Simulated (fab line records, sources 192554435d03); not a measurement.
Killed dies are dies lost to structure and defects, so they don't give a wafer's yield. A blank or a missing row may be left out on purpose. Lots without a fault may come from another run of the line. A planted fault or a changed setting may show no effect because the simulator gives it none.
fab line records | flow n5_finfet
record lots=5 wafers=15 last_day=18
route steps=1938 shown PASSIVATION@1903
lots that met no fault: from a run of the same line without faults
start_h: hours from the record's first day to the start of the lot's first wafer shown | wait_h: hours since the lot's step before | " the same as in the row above | L1.1+2: a row that stands for several wafers | - no value, or no start given | * or withheld: withheld | < > ~ a bound
route shown NAME@n: a module of which the file shows steps, and the number in the route of the first | usual: mean/standard deviation of fault-free wafers | same: alike in all rows | chamber/n: place in a boat | sites: the reading at each site | _std_site: their standard deviation | _edge_site: outer sites' mean less inner sites' | radius_mm: how far each site lies from the wafer's centre | mask NAME#n: copy n | behind: the tool/chamber that last shaped the wafer | hold: why the lot was held/for how many hours/how that ended | device: the transistor (n, p or np) that didn't switch | end of line: the same wafers' tests at the end of the route | a step without rows: its recipe alone | killed: dies lost to structure and defects at the first sort, not the wafer's yield | map: a wafer's dies, x killed, . not, _ none there
set.NAME: the setting as run; set.NAME@STEP: as run at that earlier step | model.NAME: the simulator's own value behind a step, which no gauge read
lots at some steps of the route; a table a step, a row a wafer
services: from which hour (start_h, from the record's first day; less than 0 if before it) a tool's chamber was out of use, for how many hours, and why
## steps
# step N5_PASSIVATION_DEVELOP_29
# recipe develop_time_s=60 rinse_liquid=diw dry=air_spin dev_temp_c=21
# usual resist_line_temp_C=22.99/0.11
# columns lot.wafer tool chamber start_h wait_h resist_line_temp_C
L076.1 litho_track-05 0 - - 23.02
L076.4 " 0 " " 22.86
L076.6 " 0 " " 22.85
L078.1 litho_track-02 0 - - 22.86
L078.3 " 0 " " 22.81
L078.4 " 0 " " 22.89
L085.3 litho_track-05 0 - - 22.99
L085.4 " 0 " " 23.10
L085.5 " 0 " " 23.06
L089.1 litho_track-02 0 - - 23.07
L089.4 " 0 " " 23.10
L089.6 " 0 " " 23.16
L096.3 litho_track-02 0 - - 23.13
L096.5 " 0 " " 23.20
L096.6 " 0 " " 23.03
# step N5_PASSIVATION_HARDBAKE_31
# recipe temp_c=130 time_s=120
# usual resist_line_temp_C=23.00/0.1
# columns lot.wafer tool chamber start_h wait_h resist_line_temp_C
L076.1 litho_track-05 0 - - 23.00
L076.4 " 0 " " 22.89
L076.6 " 0 " " 22.96
L078.1 litho_track-02 0 - - 23.06
L078.3 " 0 " " 23.00
L078.4 " 0 " " 23.10
L085.3 litho_track-05 0 - - 22.85
L085.4 " 0 " " 22.99
L085.5 " 0 " " 23.07
L089.1 litho_track-02 0 - - 22.99
L089.4 " 0 " " 22.89
L089.6 " 0 " " 23.08
L096.3 litho_track-02 0 - - 23.05
L096.5 " 0 " " 23.07
L096.6 " 0 " " 23.09
# step N5_PASSIVATION_CD_MEAS_30
# recipe target_cd_nm=4000 landing_energy_ev=500 detector=se_inlens polarity=opening
# usual cd_nm=3999.9/2
# columns lot.wafer tool chamber start_h wait_h cd_nm
L076.1 cd_sem-02 0 284.80 - 4003.8
L076.4 " 0 " " 4003.2
L076.6 " 0 " " 4001.0
L078.1 cd_sem-03 0 316.76 - 3997.9
L078.3 " 0 " " 3999.8
L078.4 " 0 " " 3997.6
L085.3 cd_sem-01 0 339.23 - 4001.1
L085.4 " 0 " " 4001.5
L085.5 " 0 " " 4001.0
L089.1 cd_sem-01 0 356.02 - 3996.8
L089.4 " 0 " " 3995.6
L089.6 " 0 " " 3999.9
L096.3 cd_sem-01 0 423.01 - 3997.6
L096.5 " 0 " " 4000.0
L096.6 " 0 " " 3999.3
# step N5_PASSIVATION_OVL_MEAS_63
# recipe points_per_wafer=44
# usual PAD_OVL=0/6.5
# columns lot.wafer tool chamber start_h wait_h PAD_OVL[nm]
L076.1 overlay-02 0 284.83 0.0 -9
L076.4 " 0 " " 8
L076.6 " 0 " " 12
L078.1 overlay-01 0 316.79 0.0 -3
L078.3 " 0 " " 0
L078.4 " 0 " " -13
L085.3 overlay-02 0 339.26 0.0 5
L085.4 " 0 " " 2
L085.5 " 0 " " 3
L089.1 overlay-02 0 356.06 0.0 -7
L089.4 " 0 " " -2
L089.6 " 0 " " 0
L096.3 overlay-01 0 423.04 0.0 6
L096.5 " 0 " " 0
L096.6 " 0 " " 2
# step N5_PASSIVATION_INSPECT_64
# recipe mode=adi inspect_instrument=macro
# usual raw_defect_count=1.9/1.5
# columns lot.wafer tool chamber start_h wait_h raw_defect_count
L076.1 defect_inspect-01 - 284.86 0.0 3
L076.4 " - " " 4
L076.6 " - " " 5
L078.1 defect_inspect-02 - 316.81 0.0 1
L078.3 " - " " 4
L078.4 " - " " 4
L085.3 defect_inspect-02 - 339.29 0.0 0
L085.4 " - " " 1
L085.5 " - " " 1
L089.1 defect_inspect-02 - 356.08 0.0 2
L089.4 " - " " 2
L089.6 " - " " 2
L096.3 defect_inspect-01 - 423.06 0.0 2
L096.5 " - " " 4
L096.6 " - " " 1
# step N5_PASSIVATION_DESCUM_32
# recipe chemistry=O2 time_s=7.9 source_power_w=50 bias_power_w=20 pressure_mtorr=20 rf_frequency_hz=2.712e+07 temp_c=40 o2_flow_sccm=225
# usual drypump_motor_current_A=5.5/0.53 oes_product_au=0.76/0.049 rf_vpp_V=242.7/1.2 showerhead_plenum_p_Torr=2.07/0.064 throttle_valve_pct=20.54/0.2
# columns lot.wafer tool chamber start_h wait_h drypump_motor_current_A oes_product_au rf_hours_counter_h rf_vpp_V showerhead_plenum_p_Torr throttle_valve_pct
L076.1 rie_diel-02 3 285.29 0.4 5.4 0.75 182 244.6 2.19 20.65
L076.4 " 1 " " 5.0 0.81 77 242.2 2.02 20.42
L076.6 " 0 " " 5.4 0.69 - 241.6 2.06 20.54
L078.1 rie_diel-02 2 316.84 0.0 5.1 0.83 77 243.2 2.03 20.69
L078.3 " 1 " " 5.0 0.80 88 243.1 2.02 20.44
L078.4 " 3 " " 5.4 0.73 193 244.8 2.18 20.66
L085.3 rie_diel-03 0 339.59 0.3 5.5 0.78 129 244.5 2.20 20.06
L085.4 " 1 " " 6.1 0.81 97 242.6 2.12 20.26
L085.5 " 2 " " 5.6 0.80 - 243.9 2.11 20.09
L089.1 rie_diel-06 1 356.12 0.0 4.8 0.69 226 242.5 2.01 20.82
L089.4 " 2 " " 5.4 0.75 155 240.7 2.00 20.41
L089.6 " 3 " " 6.6 0.74 - 242.3 2.10 20.72
L096.3 rie_diel-06 3 423.10 0.0 6.6 0.73 169 244.1 2.09 20.75
L096.5 " 3 " " 6.6 0.72 - 243.8 2.09 20.75
L096.6 " 2 " " 5.4 0.73 - 240.2 1.99 20.46
# step N5_PASSIVATION_AL_ETCH_33
# recipe chemistry=Cl2/BCl3 target_depth_a=28000 over_etch_frac=0.15 Cl2_flow_sccm=180 bcl3_flow_sccm=60 target=Al stop_on=TaN time_s=466.7 ion_energy_ev=100 pressure_mtorr=10 icp_w=900 bias_w=100
# usual bias_w=99.95/0.28 drypump_motor_current_A=5.7/0.54 oes_product_au=0.71/0.086 throttle_valve_pct=34.24/0.26
# columns lot.wafer tool chamber start_h wait_h bias_w drypump_motor_current_A oes_product_au rf_hours_counter_h throttle_valve_pct
L076.1 rie_metal-03 1 285.38 0.1 100.08 5.9 0.60 88 33.81
L076.4 " 0 " " 99.97 4.6 0.69 - 34.45
L076.6 " 0 " " 99.88 4.7 0.68 - 34.45
L078.1 rie_metal-01 0 316.93 0.1 99.42 6.2 0.77 20 34.37
L078.3 " 0 " " 99.23 6.2 0.77 - 34.34
L078.4 " 0 " " 99.56 6.2 0.77 - 34.36
L085.3 rie_metal-01 1 339.81 0.2 100.36 5.8 0.87 - 33.97
L085.4 " 0 " " 100.00 6.2 0.76 - 34.36
L085.5 " 1 " " 99.86 5.8 0.88 - 33.97
L089.1 rie_metal-01 0 356.20 0.1 100.08 6.2 0.75 25 34.33
L089.4 " 0 " " 99.53 6.2 0.75 - 34.35
L089.6 " 0 " " 99.58 6.2 0.76 - 34.35
L096.3 rie_metal-02 1 423.32 0.2 100.15 5.6 0.72 - 34.36
L096.5 " 1 " " 99.90 5.6 0.73 - 34.34
L096.6 " 0 " " 99.77 6.1 0.62 - 34.50
# step N5_PASSIVATION_ETCH_59
# recipe chemistry=Cl2/BCl3 target=TaN target_depth_a=650 time_s=34.9 ion_energy_ev=100 pressure_mtorr=10 icp_w=900 bias_w=100 Cl2_flow_sccm=60 bcl3_flow_sccm=30
# usual bias_w=100.02/0.26 drypump_motor_current_A=5.7/0.54 oes_product_au=0.79/0.099 throttle_valve_pct=21.07/0.2
# columns lot.wafer tool chamber start_h wait_h bias_w drypump_motor_current_A oes_product_au rf_hours_counter_h throttle_valve_pct
L076.1 rie_metal-03 1 285.78 0.3 99.91 5.9 0.68 88 20.77
L076.4 " 0 " " 99.95 4.6 0.76 - 21.30
L076.6 " 0 " " 99.70 4.6 0.77 - 21.30
L078.1 rie_metal-01 0 317.73 0.7 100.21 6.2 0.83 20 21.10
L078.3 " 0 " " 99.94 6.2 0.83 - 21.11
L078.4 " 0 " " 100.07 6.1 0.83 - 21.10
L085.3 rie_metal-01 1 340.11 0.2 100.20 5.8 1.00 - 20.84
L085.4 " 0 " " 100.32 6.2 0.82 - 21.10
L085.5 " 1 " " 99.97 5.8 0.99 - 20.85
L089.1 rie_metal-01 0 356.60 0.3 100.15 6.2 0.81 26 21.13
L089.4 " 0 " " 99.49 6.1 0.81 - 21.13
L089.6 " 0 " " 99.94 6.2 0.82 - 21.11
L096.3 rie_metal-02 1 423.61 0.2 100.04 5.6 0.83 - 21.11
L096.5 " 1 " " 99.81 5.6 0.83 - 21.11
L096.6 " 0 " " 100.18 6.1 0.69 - 21.25
# step N5_PASSIVATION_STRIP_34
# recipe chemistry=O2 power_w=600 temp_c=60 pressure_mtorr=30 rf_frequency_hz=6e+07 bias_power_w=0 overash_fraction=2 o2_flow_sccm=225
# usual drypump_motor_current_A=5.5/0.47 oes_product_au=0.76/0.05 rf_vpp_V=3.6/1.4 showerhead_plenum_p_Torr=2.07/0.064 throttle_valve_pct=16.72/0.23
# columns lot.wafer tool chamber start_h wait_h drypump_motor_current_A oes_product_au rf_hours_counter_h rf_vpp_V showerhead_plenum_p_Torr throttle_valve_pct
L076.1 rie_diel-03 1 285.90 0.1 6.2 0.83 77 5.0 2.13 16.46
L076.4 " 2 " " 5.6 0.84 67 3.0 2.12 16.32
L076.6 " 2 " " 5.6 0.81 - 3.5 2.12 16.27
L078.1 rie_diel-03 0 317.94 0.2 5.5 0.78 120 1.7 2.21 16.33
L078.3 " 1 " " 6.1 0.84 89 2.2 2.13 16.47
L078.4 " 2 " " 5.6 0.81 79 3.0 2.12 16.33
L085.3 rie_diel-03 0 340.25 0.1 5.4 0.79 129 4.9 2.20 16.30
L085.4 " 2 " " 5.6 0.79 86 3.9 2.12 16.33
L085.5 " 1 " " 6.1 0.80 - 5.8 2.12 16.50
L089.1 rie_diel-06 1 356.72 0.1 4.8 0.69 226 2.9 2.01 17.09
L089.4 " 3 " " 6.6 0.76 147 3.9 2.10 16.93
L089.6 " 1 " " 4.8 0.67 - 3.0 2.01 17.04
L096.3 rie_diel-06 3 423.70 0.1 6.6 0.72 169 3.2 2.10 17.01
L096.5 " 2 " " 5.4 0.74 - 4.9 1.99 16.70
L096.6 " 3 " " 6.6 0.73 - 1.4 2.10 16.93
# step N5_PASSIVATION_STRIP_51
# recipe chemistry=post_etch_residue_remover time_s=1200 temp_c=72.5
# columns lot.wafer tool chamber start_h wait_h
L076.1+4+6 wet_bench-03 2,3,5 286.03 -
L078.1+3+4 wet_bench-03 4,3,5 318.01 -
L085.3+4+5 wet_bench-05 2,1,6 340.32 -
L089.1+4+6 wet_bench-05 5,4,7 356.79 -
L096.3+5+6 wet_bench-04 0,6,4 423.77 -
# step N5_PASSIVATION_CLEAN_69
# recipe chemistry=IPA time_s=180 temp_c=25
# columns lot.wafer tool chamber start_h wait_h
L076.1+4+6 wet_bench-03 2,3,5 286.36 0.0
L078.1+3+4 wet_bench-03 4,3,5 318.35 0.0
L085.3+4+5 wet_bench-05 2,1,6 340.65 0.0
L089.1+4+6 wet_bench-05 5,4,7 357.12 0.0
L096.3+5+6 wet_bench-04 0,6,4 424.13 0.0
# step N5_PASSIVATION_SRD_70
# recipe dry=ipa_marangoni time_s=30 temp_c=23 rinse_liquid=diw
# columns lot.wafer tool chamber start_h wait_h
L076.1+4+6 wet_bench-03 2,3,5 286.42 0.0
L078.1+3+4 wet_bench-03 4,3,5 318.40 0.0
L085.3+4+5 wet_bench-05 2,1,6 340.70 0.0
L089.1+4+6 wet_bench-05 5,4,7 357.17 0.0
L096.3+5+6 wet_bench-04 0,6,4 424.19 0.0
# step N5_PASSIVATION_PECVD_53
# recipe material=SiO2 target_thk_a=8000 temp_c=400 precursor=TEOS/O2 pressure_torr=6.5 rf_w=withheld teos_flow_sccm=withheld gas=O2 flow_sccm=2650 time_s=169.4
# usual susceptor_temp_C=399.99/0.2
# columns lot.wafer tool chamber start_h wait_h since_wet_clean_h susceptor_temp_C
L076.1 pecvd-01 1 286.47 0.0 1534 399.87
L076.4 " 0 " " - 399.96
L076.6 " 1 " " - 399.97
L078.1 pecvd-01 2 318.45 0.0 87 399.83
L078.3 " 0 " " 841 400.11
L078.4 " 1 " " - 399.84
L085.3 pecvd-04 0 340.75 0.0 1226 399.93
L085.4 " 2 " " - 399.96
L085.5 " 0 " " - 399.88
L089.1 pecvd-01 0 357.22 0.0 880 400.05
L089.4 " 2 " " - 400.42
L089.6 " 1 " " - 399.80
L096.3 pecvd-01 1 424.24 0.0 1672 400.20
L096.5 " 2 " " - 399.88
L096.6 " 0 " " - 400.09
# step N5_PASSIVATION_PECVD_35
# recipe material=SiNx target_thk_a=7000 temp_c=400 precursor=SiH4/NH3/N2 pressure_torr=4.9 rf_w=1406 time_s=151.3
# usual heater_power_w=428/100 showerhead_plenum_p_Torr=8.68/0.084 susceptor_temp_C=400.02/0.2 throttle_valve_pct=28.5/1.2
# columns lot.wafer tool chamber start_h wait_h heater_power_w showerhead_plenum_p_Torr since_wet_clean_h susceptor_temp_C throttle_valve_pct
L076.1 pecvd-01 1 286.58 0.1 510 8.74 1534 399.86 30.2
L076.4 " 0 " " 359 8.78 - 400.38 27.5
L076.6 " 1 " " 544 8.71 - 400.12 30.1
L078.1 pecvd-01 2 318.56 0.1 447 8.53 87 400.24 26.7
L078.3 " 0 " " 372 8.78 841 399.93 27.7
L078.4 " 1 " " 380 8.69 - 400.19 30.0
L085.3 pecvd-04 0 340.86 0.1 299 8.63 1226 399.93 29.1
L085.4 " 2 " " 237 8.62 - 400.21 28.8
L085.5 " 0 " " 350 8.62 - 400.10 29.1
L089.1 pecvd-01 0 357.33 0.1 516 8.79 880 399.97 27.7
L089.4 " 2 " " 549 8.53 - 399.75 26.8
L089.6 " 1 " " 532 8.71 - 400.32 30.2
L096.3 pecvd-01 1 424.35 0.1 525 8.73 1672 400.23 30.1
L096.5 " 2 " " 387 8.54 - 399.80 26.9
L096.6 " 0 " " 474 8.82 - 400.07 27.8
# step N5_PASSIVATION_HMDS_37
# recipe time_s=60 temp_c=120
# usual resist_line_temp_C=23.02/0.11
# columns lot.wafer tool chamber start_h wait_h resist_line_temp_C
L076.1 litho_track-04 0 286.71 0.1 23.14
L076.4 " 0 " " 23.00
L076.6 " 0 " " 23.14
L078.1 litho_track-04 0 318.69 0.1 22.95
L078.3 " 0 " " 23.01
L078.4 " 0 " " 22.99
L085.3 litho_track-02 0 341.00 0.1 23.17
L085.4 " 0 " " 23.06
L085.5 " 0 " " 23.05
L089.1 litho_track-05 0 357.47 0.1 22.86
L089.4 " 0 " " 22.88
L089.6 " 0 " " 23.03
L096.3 litho_track-05 0 424.48 0.1 23.00
L096.5 " 0 " " 23.05
L096.6 " 0 " " 22.92
# step N5_PASSIVATION_COAT_38
# recipe spin_rpm=3000 resist_thk_nm=withheld
# usual dispense_pressure_kPa=50/4.1 resist_line_temp_C=23.01/0.11
# columns lot.wafer tool chamber start_h wait_h dispense_pressure_kPa resist_line_temp_C
L076.1 litho_track-04 0 - - 50 23.15
L076.4 " 0 " " 50 22.98
L076.6 " 0 " " 50 23.14
L078.1 litho_track-04 0 - - 50 22.91
L078.3 " 0 " " 50 22.92
L078.4 " 0 " " 50 22.92
L085.3 litho_track-02 0 - - 56 23.12
L085.4 " 0 " " 56 23.06
L085.5 " 0 " " 56 23.07
L089.1 litho_track-05 0 - - 47 22.95
L089.4 " 0 " " 47 23.00
L089.6 " 0 " " 47 23.01
L096.3 litho_track-05 0 - - 47 23.29
L096.5 " 0 " " 47 23.03
L096.6 " 0 " " 47 23.01
# step N5_PASSIVATION_EBR_40
# recipe solvent=PGMEA ebr_width_mm=1.5
# usual resist_line_temp_C=22.96/0.091
# columns lot.wafer tool chamber start_h wait_h resist_line_temp_C
L076.1 litho_track-04 0 - - 22.97
L076.4 " 0 " " 23.02
L076.6 " 0 " " 23.01
L078.1 litho_track-04 0 - - 22.94
L078.3 " 0 " " 23.06
L078.4 " 0 " " 23.02
L085.3 litho_track-02 0 - - 22.88
L085.4 " 0 " " 23.06
L085.5 " 0 " " 22.98
L089.1 litho_track-05 0 - - 23.01
L089.4 " 0 " " 23.02
L089.6 " 0 " " 23.07
L096.3 litho_track-05 0 - - 22.84
L096.5 " 0 " " 22.92
L096.6 " 0 " " 22.82
# step N5_PASSIVATION_SOFTBAKE_39
# recipe temp_c=110 time_s=120
# usual resist_line_temp_C=22.99/0.095
# columns lot.wafer tool chamber start_h wait_h resist_line_temp_C
L076.1 litho_track-04 0 - - 22.95
L076.4 " 0 " " 23.16
L076.6 " 0 " " 23.03
L078.1 litho_track-04 0 - - 22.92
L078.3 " 0 " " 23.02
L078.4 " 0 " " 23.05
L085.3 litho_track-02 0 - - 23.05
L085.4 " 0 " " 22.96
L085.5 " 0 " " 23.06
L089.1 litho_track-05 0 - - 23.02
L089.4 " 0 " " 23.01
L089.6 " 0 " " 22.95
L096.3 litho_track-05 0 - - 22.86
L096.5 " 0 " " 22.93
L096.6 " 0 " " 22.88
# step N5_PASSIVATION_EXPOSE_41
# recipe mask_id=PASS_OPEN na=0.55 defocus_nm=0 source_shape=conventional sigma_outer=0.8 polarization=unpolarized target_cd_nm=40000 dose_mj=57.25
# usual exposure_dose_mJ_cm2=57.26/0.053
# same na=0.55
# columns lot.wafer tool chamber start_h wait_h mask exposure_dose_mJ_cm2
L076.1 krf_scanner-02 0 286.83 - PASS_OPEN#0 57.31
L076.4 " 0 " " PASS_OPEN#0 57.25
L076.6 " 0 " " PASS_OPEN#0 57.27
L078.1 krf_scanner-01 0 318.81 - PASS_OPEN#0 57.17
L078.3 " 0 " " PASS_OPEN#0 57.33
L078.4 " 0 " " PASS_OPEN#0 57.19
L085.3 krf_scanner-02 0 341.13 - PASS_OPEN#0 57.31
L085.4 " 0 " " PASS_OPEN#0 57.27
L085.5 " 0 " " PASS_OPEN#0 57.26
L089.1 krf_scanner-02 0 357.58 - PASS_OPEN#0 57.29
L089.4 " 0 " " PASS_OPEN#0 57.29
L089.6 " 0 " " PASS_OPEN#0 57.23
L096.3 krf_scanner-02 0 424.74 - PASS_OPEN#0 57.21
L096.5 " 0 " " PASS_OPEN#0 57.27
L096.6 " 0 " " PASS_OPEN#0 57.26
# step N5_PASSIVATION_PEB_42
# recipe peb_temp_c=withheld peb_time_s=*
# usual resist_line_temp_C=*
# columns lot.wafer tool chamber start_h wait_h resist_line_temp_C
L076.1 litho_track-04 0 286.89 0.1 *
L076.4 " 0 " " *
L076.6 " 0 " " *
L078.1 litho_track-04 0 318.87 0.1 *
L078.3 " 0 " " *
L078.4 " 0 " " *
L085.3 litho_track-02 0 341.18 0.0 *
L085.4 " 0 " " *
L085.5 " 0 " " *
L089.1 litho_track-05 0 357.64 0.1 *
L089.4 " 0 " " *
L089.6 " 0 " " *
L096.3 litho_track-05 0 424.79 0.0 *
L096.5 " 0 " " *
L096.6 " 0 " " *
# step N5_PASSIVATION_DEVELOP_43
# recipe develop_time_s=60 rinse_liquid=diw dry=air_spin dev_temp_c=21
# usual resist_line_temp_C=23.00/0.088
# columns lot.wafer tool chamber start_h wait_h resist_line_temp_C
L076.1 litho_track-04 0 - - 23.09
L076.4 " 0 " " 23.10
L076.6 " 0 " " 22.91
L078.1 litho_track-04 0 - - 23.13
L078.3 " 0 " " 22.90
L078.4 " 0 " " 22.86
L085.3 litho_track-02 0 - - 22.92
L085.4 " 0 " " 23.09
L085.5 " 0 " " 23.09
L089.1 litho_track-05 0 - - 22.89
L089.4 " 0 " " 22.87
L089.6 " 0 " " 22.93
L096.3 litho_track-05 0 - - 23.02
L096.5 " 0 " " 22.98
L096.6 " 0 " " 23.07
# step N5_PASSIVATION_HARDBAKE_45
# recipe temp_c=130 time_s=120
# usual resist_line_temp_C=22.99/0.11
# columns lot.wafer tool chamber start_h wait_h resist_line_temp_C
L076.1 litho_track-04 0 - - 22.98
L076.4 " 0 " " 22.99
L076.6 " 0 " " 22.81
L078.1 litho_track-04 0 - - 22.92
L078.3 " 0 " " 22.99
L078.4 " 0 " " 22.95
L085.3 litho_track-02 0 - - 23.16
L085.4 " 0 " " 23.15
L085.5 " 0 " " 23.03
L089.1 litho_track-05 0 - - 23.04
L089.4 " 0 " " 22.99
L089.6 " 0 " " 22.89
L096.3 litho_track-05 0 - - 22.93
L096.5 " 0 " " 22.88
L096.6 " 0 " " 22.73
# step N5_PASSIVATION_CD_MEAS_44
# recipe target_cd_nm=40000 landing_energy_ev=500 detector=se_inlens
# usual cd_nm=39999/3.7
# columns lot.wafer tool chamber start_h wait_h cd_nm
L076.1 cd_sem-02 0 287.01 - 40004
L076.4 " 0 " " 40005
L076.6 " 0 " " 40002
L078.1 cd_sem-02 0 318.99 - 39991
L078.3 " 0 " " 39996
L078.4 " 0 " " 39996
L085.3 cd_sem-01 0 341.30 - 40000
L085.4 " 0 " " 39997
L085.5 " 0 " " 39998
L089.1 cd_sem-02 0 357.76 - 39995
L089.4 " 0 " " 39995
L089.6 " 0 " " 40000
L096.3 cd_sem-01 0 424.91 - 40001
L096.5 " 0 " " 40002
L096.6 " 0 " " 39996
# step N5_PASSIVATION_OVL_MEAS_66
# recipe points_per_wafer=44
# usual PASS_OPEN_OVL=3/5.5
# columns lot.wafer tool chamber start_h wait_h PASS_OPEN_OVL[nm]
L076.1 overlay-02 0 287.04 0.0 -1
L076.4 " 0 " " 3
L076.6 " 0 " " 0
L078.1 overlay-01 0 319.02 0.0 0
L078.3 " 0 " " -7
L078.4 " 0 " " 3
L085.3 overlay-01 0 341.33 0.0 8
L085.4 " 0 " " 13
L085.5 " 0 " " 4
L089.1 overlay-01 0 357.79 0.0 0
L089.4 " 0 " " 9
L089.6 " 0 " " 8
L096.3 overlay-01 0 424.94 0.0 9
L096.5 " 0 " " 11
L096.6 " 0 " " 4
# step N5_PASSIVATION_INSPECT_67
# recipe mode=adi inspect_instrument=macro
# usual raw_defect_count=2.0/1.3
# columns lot.wafer tool chamber start_h wait_h raw_defect_count
L076.1 defect_inspect-02 - 287.06 0.0 3
L076.4 " - " " 1
L076.6 " - " " 3
L078.1 defect_inspect-02 - 319.04 0.0 0
L078.3 " - " " 2
L078.4 " - " " 2
L085.3 defect_inspect-02 - 341.35 0.0 3
L085.4 " - " " 4
L085.5 " - " " 2
L089.1 defect_inspect-02 - 357.82 0.0 3
L089.4 " - " " 4
L089.6 " - " " 1
L096.3 defect_inspect-01 - 424.96 0.0 1
L096.5 " - " " 2
L096.6 " - " " 3
# step N5_PASSIVATION_DESCUM_46
# recipe chemistry=O2 time_s=7.9 source_power_w=50 bias_power_w=20 pressure_mtorr=20 rf_frequency_hz=2.712e+07 temp_c=40 o2_flow_sccm=225
# usual drypump_motor_current_A=5.6/0.5 oes_product_au=0.76/0.048 rf_vpp_V=242.7/1.2 showerhead_plenum_p_Torr=2.07/0.065 throttle_valve_pct=20.44/0.25
# columns lot.wafer tool chamber start_h wait_h drypump_motor_current_A oes_product_au rf_hours_counter_h rf_vpp_V showerhead_plenum_p_Torr throttle_valve_pct
L076.1 rie_diel-02 3 287.15 0.1 5.4 0.74 182 243.4 2.18 20.64
L076.4 " 2 " " 5.1 0.84 66 242.0 2.03 20.66
L076.6 " 1 " " 5.1 0.80 - 243.0 2.02 20.41
L078.1 rie_diel-06 3 319.28 0.2 6.6 0.74 136 243.0 2.11 20.68
L078.3 " 2 " " 5.4 0.77 142 240.6 2.00 20.41
L078.4 " 1 " " 4.8 0.70 211 242.3 2.01 20.79
L085.3 rie_diel-03 0 341.38 0.0 5.5 0.77 129 243.7 2.20 20.07
L085.4 " 2 " " 5.6 0.80 87 243.4 2.11 20.12
L085.5 " 1 " " 6.1 0.81 - 244.1 2.12 20.26
L089.1 rie_diel-06 1 357.85 0.0 4.8 0.69 226 241.0 2.00 20.83
L089.4 " 2 " " 5.4 0.74 155 242.2 1.99 20.41
L089.6 " 3 " " 6.6 0.73 - 244.4 2.10 20.71
L096.3 rie_diel-02 0 425.05 0.1 5.4 0.66 241 242.9 2.04 20.61
L096.5 " 3 " " 5.4 0.71 - 243.8 2.17 20.70
L096.6 " 2 " " 5.1 0.78 - 242.2 2.01 20.75
# step N5_PASSIVATION_PASS_ETCH_47
# recipe chemistry=CF4/O2 target=SiNx target_depth_a=7700 time_s=385 ion_energy_ev=100 pressure_mtorr=40 source_w=535 bias_w=49 Ar_flow_sccm=100 cf4_flow_sccm=100 O2_flow_sccm=10
# usual O2_flow_sccm=10.00/0.033 bias_w=49.02/0.14 drypump_motor_current_A=5.6/0.5 oes_product_au=0.76/0.047 rf_vpp_V=240/5.1 showerhead_plenum_p_Torr=2.19/0.06 throttle_valve_pct=15.90/0.23
# columns lot.wafer tool chamber start_h wait_h O2_flow_sccm bias_w drypump_motor_current_A oes_product_au rf_hours_counter_h rf_vpp_V showerhead_plenum_p_Torr throttle_valve_pct
L076.1 rie_diel-02 3 287.19 0.0 10.03 49.05 5.4 0.74 182 240 2.28 16.03
L076.4 " 2 " " 10.01 48.89 5.1 0.84 67 231 2.14 15.98
L076.6 " 1 " " 10.00 48.98 5.1 0.80 - 240 2.15 15.95
L078.1 rie_diel-06 3 319.32 0.0 9.93 48.86 6.6 0.76 136 242 2.21 16.05
L078.3 " 2 " " 10.04 48.80 5.4 0.77 142 243 2.14 15.98
L078.4 " 1 " " 10.02 49.02 4.8 0.71 211 248 2.09 16.07
L085.3 rie_diel-03 0 341.42 0.0 10.02 49.00 5.5 0.78 129 244 2.29 15.45
L085.4 " 2 " " 9.98 49.12 5.6 0.80 87 239 2.23 15.59
L085.5 " 1 " " 10.01 49.21 6.2 0.81 - 247 2.24 15.75
L089.1 rie_diel-06 1 357.89 0.0 10.03 48.84 4.8 0.69 226 247 2.09 16.10
L089.4 " 2 " " 9.99 49.22 5.4 0.76 155 242 2.13 16.02
L089.6 " 3 " " 9.98 49.08 6.6 0.74 - 242 2.21 16.07
L096.3 rie_diel-02 0 425.09 0.0 10.02 48.82 5.4 0.67 241 238 2.18 16.27
L096.5 " 3 " " 9.98 49.03 5.4 0.70 - 237 2.26 16.12
L096.6 " 2 " " 9.96 48.85 5.1 0.79 - 229 2.13 16.08
# step N5_PASSIVATION_ETCH_54
# recipe chemistry=CHF3/O2 target=SiO2 target_depth_a=8800 CHF3_flow_sccm=50 O2_flow_sccm=5 Ar_flow_sccm=200 time_s=440 mask_material=PR pressure_mtorr=30 source_w=650 bias_w=170 ion_energy_ev=200
# usual O2_flow_sccm=5.001/0.015 bias_w=170.0/0.5 drypump_motor_current_A=5.6/0.5 oes_product_au=0.76/0.047 rf_vpp_V=523/11 showerhead_plenum_p_Torr=2.39/0.065 throttle_valve_pct=18.84/0.25
# columns lot.wafer tool chamber start_h wait_h O2_flow_sccm bias_w drypump_motor_current_A oes_product_au rf_hours_counter_h rf_vpp_V showerhead_plenum_p_Torr throttle_valve_pct
L076.1 rie_diel-02 3 287.42 0.1 5.002 170.0 5.4 0.74 182 519 2.49 18.92
L076.4 " 2 " " 5.003 170.2 5.1 0.84 67 504 2.35 19.04
L076.6 " 1 " " 5.021 170.2 5.0 0.81 - 523 2.37 19.00
L078.1 rie_diel-06 3 319.55 0.1 5.013 169.8 6.6 0.75 136 527 2.42 19.05
L078.3 " 2 " " 4.997 170.3 5.4 0.78 142 523 2.33 18.88
L078.4 " 1 " " 5.006 169.9 4.8 0.71 211 541 2.29 18.98
L085.3 rie_diel-03 0 341.65 0.1 5.003 169.8 5.5 0.77 130 533 2.50 18.34
L085.4 " 2 " " 5.023 169.2 5.6 0.80 87 519 2.44 18.51
L085.5 " 1 " " 4.994 170.0 6.1 0.82 - 542 2.44 18.65
L089.1 rie_diel-06 1 358.11 0.1 4.966 169.7 4.8 0.69 226 540 2.28 19.00
L089.4 " 2 " " 5.012 170.0 5.4 0.76 155 524 2.32 18.89
L089.6 " 3 " " 5.011 170.1 6.6 0.75 - 523 2.42 19.06
L096.3 rie_diel-02 0 425.32 0.1 5.032 170.5 5.4 0.67 241 518 2.38 19.16
L096.5 " 3 " " 4.981 170.1 5.4 0.71 - 519 2.47 19.00
L096.6 " 2 " " 4.996 170.4 5.1 0.79 - 502 2.33 19.10
## services
# columns tool chamber start_h hours kind
rie_metal-03 - 264.13 0.5 repair
krf_scanner-01 - 288.60 1.0 pm
krf_scanner-02 - 295.12 1.3 pm
rie_metal-01 - 296.25 0.1 repair
rie_metal-03 1 300.85 7.4 repair
krf_scanner-01 - 303.85 1.3 pm
pecvd-04 - 307.35 2.8 pm
rie_diel-03 3 307.60 7.1 repair
krf_scanner-02 - 313.16 0.8 pm
krf_scanner-01 - 320.95 0.4 repair
pecvd-01 - 330.04 1.3 repair
rie_diel-02 3 335.50 4.8 repair
krf_scanner-01 - 341.92 4.0 pm
wet_bench-04 - 357.91 1.1 repair
krf_scanner-01 - 362.51 6.0 repair
rie_diel-06 2 362.62 4.0 repair
krf_scanner-02 - 368.51 11.6 pm
rie_diel-03 0 379.04 8.9 repair
rie_metal-02 0 382.15 8.1 repair
krf_scanner-01 - 394.95 0.8 pm
pecvd-04 - 398.25 0.9 repair
krf_scanner-02 - 405.78 1.0 pm
litho_track-05 - 406.07 - consumable_replace:filter
rie_diel-06 2 415.57 3.7 repair
## key
fault none
